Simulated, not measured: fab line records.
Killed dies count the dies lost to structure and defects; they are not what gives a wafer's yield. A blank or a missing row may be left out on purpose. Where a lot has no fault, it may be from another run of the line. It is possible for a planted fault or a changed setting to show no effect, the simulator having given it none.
Which tool was responsible? / flow nand_harc / 18 wafers sampled from 6 lots at 1 step of a route of 1302

== WHAT THE GAUGES READ, wafer by wafer ==
NHARC_A_WL_FILL_INSPECT_15.
lot=L857; measured=day 21 16:46; on=defect_inspect-02; raw_defect_count=493 506 468
lot=L860; measured=day 22 10:13; on=defect_inspect-01; raw_defect_count=541 518 565
lot=L864; measured=day 24 04:16; on=defect_inspect-02; raw_defect_count=783 475 534
lot=L867; measured=day 25 04:20; on=defect_inspect-01; raw_defect_count=813 597 538
lot=L874; measured=day 28 05:55; on=defect_inspect-02; raw_defect_count=562 322 605
lot=L878; measured=day 30 06:27; on=defect_inspect-02; raw_defect_count=483 483 464

== EACH LOT AND THE TOOL THAT RAN IT (in order: tool; ch and the chambers of the sampled wafers; start) ==
The record shows no process step preceding these readings.

== THE ANSWER, worked out from the rows above alone ==
Rule: the lots themselves supply what counts as usual. Put in order of their means at a reading, lots are off if they are a third of the lots or fewer, leave a main group of 4 or more, and stand apart from it by a gap of 3 or more times the standard deviation of the main group's means; of several such gaps the widest counts. If all means in a main group match to the digits the tables above print for the reading, that group is not used. A lot without any number at a reading at which 4 lots or more have one is off too. The other lots that the step has rows for count as sound.
None of the lots is off at any reading shown; this tells nothing.

== WHAT THE SIMULATOR PUT IN ==
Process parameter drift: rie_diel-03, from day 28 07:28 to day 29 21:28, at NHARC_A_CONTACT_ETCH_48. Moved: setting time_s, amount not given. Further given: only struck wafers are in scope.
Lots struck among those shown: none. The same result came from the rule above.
